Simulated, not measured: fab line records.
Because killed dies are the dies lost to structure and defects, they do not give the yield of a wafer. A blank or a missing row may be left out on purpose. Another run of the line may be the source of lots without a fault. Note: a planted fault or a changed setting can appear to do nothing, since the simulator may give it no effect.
Comparing a struck lot with a sound one | flow n5-finfet | 14 out of 1938 route steps
Sound: wafers L437.3, L437.4, L437.6. Struck: wafers L449.2, L449.3, L449.5. Last of all comes the cause.
At each step with rows: each side's tool, then ch and its chambers, then its first start. Under that, the readings that differ: sound wafers | struck wafers | difference of the means | sigmas: that difference in standard deviations of wafers without a fault.
alike: words and numbers the same on both sides, and readings whose means are apart by under 2 such deviations; not compared: readings that were withheld, readings missing a value for some wafer, numbers with overlapping values and no deviation given by the record, and bounds like >300 which may hide the same value.
A row with sigmas, a row that says differs or no value, or rows on one side alone: a step with any of these is where the two part. When numbers do not overlap yet have no deviation, they are printed without sigmas and do not part them. A reading that every wafer of one side lacks parts them only if that side has two wafers or more.

first, 4 steps without rows for these wafers: N5_BEOL_M15_EXPOSE_25 (exposes mask M15, target cd 400 nm); N5_BEOL_M15_PEB_26 (peb time 90 s); N5_BEOL_M15_DEVELOP_27 (develop time 45 s); N5_BEOL_M15_HARDBAKE_32 (time 120 s).
N5_BEOL_M15_CD_MEAS_28: the cd target is 407.6 nm.
  sound on cd-sem-01 ch 0, day 13 05:13; struck on cd-sem-01 ch 0, day 16 13:01
  alike: cd-nm
N5_BEOL_M15_OVL_MEAS_29:
  sound on overlay-02 ch 0, day 13 05:15; struck on overlay-02 ch 0, day 16 13:02
  alike: M15_OVL
N5_BEOL_M15_INSPECT_30: inspects for defects (macro).
  sound on defect-inspect-02 at day 13 05:16; struck on defect-inspect-01 at day 16 13:04
  alike: raw-defect-count
N5_BEOL_M15_DESCUM_33: chemistry O2, time 7.9 s.
  sound on rie-diel-02 ch 0,2, day 13 05:18; struck on rie-diel-02 ch 1,2, day 16 13:06
  reading                         | sound          | struck         | difference | sigmas
  showerhead-plenum-p-Torr (Torr) | 2.06 1.98 1.98 | 2.24 2.04 2.24 | +0.17      | +2
  alike: drypump-motor-current-A, oes-product-au, rf-vpp-V, throttle-valve-pct
  not compared: rf-hours-counter-h
N5_BEOL_M15_ETCH_61: etches BARC in N2/H2, target depth 89 nm, overetch 26.7 nm, time 67.9 s.
  sound on rie-diel-02 ch 0,2, day 13 05:20; struck on rie-diel-02 ch 1,2, day 16 13:08
  reading                         | sound             | struck            | difference | sigmas
  rf-vpp-V (V)                    | 521.2 520.7 520.2 | 530.7 522.6 527.9 | +6.4       | +2
  showerhead-plenum-p-Torr (Torr) | 2.47 2.40 2.39    | 2.71 2.51 2.71    | +0.22      | +3
  alike: drypump-motor-current-A, h2-flow-sccm, oes-product-au, throttle-valve-pct
  not compared: rf-hours-counter-h
N5_BEOL_M15_TRENCH_ETCH_34: etches SiO2 in C4F8/O2/Ar, target depth 872.93 nm, time 199 s.
  sound on rie-diel-02 ch 0,2, day 13 05:23; struck on rie-diel-02 ch 1,2, day 16 13:11
  reading                         | sound          | struck         | difference | sigmas
  showerhead-plenum-p-Torr (Torr) | 3.35 3.22 3.22 | 3.61 3.42 3.61 | +0.28      | +2
  alike: C4F8_flow_sccm, drypump-motor-current-A, oes-product-au, rf-vpp-V, throttle-valve-pct
  not compared: rf-hours-counter-h
N5_BEOL_M15_STRIP_36: strips in O2.
  sound on rie-diel-03 ch 1,2, day 13 06:41; struck on rie-diel-03 ch 1,2,3, day 16 17:20
  alike: chamber-pressure-mTorr, drypump-motor-current-A, oes-product-au, rf-vpp-V, showerhead-plenum-p-Torr, throttle-valve-pct
  not compared: rf-hours-counter-h
N5_BEOL_M15_STRIP_62: strips in O2.
  sound on rie-diel-03 ch 1,2, day 13 06:44; struck on rie-diel-03 ch 1,2,3, day 16 17:22
  no value came back on the struck wafers for any of 7 readings (bias-power-w (W), chamber-pressure-mTorr (mTorr) and others); on the sound wafers bias-power-w (W) reads 0 0 0
  reading                                    | sound | struck       | difference | sigmas
  model.BARC_of_BEOL_M15_COAT_60.thk-nm (nm) | 0 0 0 | 88.8 89 88.8 | +88.9      |
  not compared: rf-hours-counter-h
N5_BEOL_M15_STRIP_37: strips in O2.
  sound on rie-diel-03 ch 1,2; struck on rie-diel-03 ch 1,2,3
  alike: chamber-pressure-mTorr, drypump-motor-current-A, oes-product-au, rf-vpp-V, showerhead-plenum-p-Torr, throttle-valve-pct
  not compared: rf-hours-counter-h
next, for these wafers, 1 step has no rows: N5_PASSIVATION_PROBE_49.

== WHERE THEY PART ==
At N5_BEOL_M15_DESCUM_33 first; at N5_BEOL_M15_STRIP_62 last (within this record only). Later steps at which nothing parts them and some readings are alike: N5_BEOL_M15_STRIP_37.

WHY: what the simulator had put in
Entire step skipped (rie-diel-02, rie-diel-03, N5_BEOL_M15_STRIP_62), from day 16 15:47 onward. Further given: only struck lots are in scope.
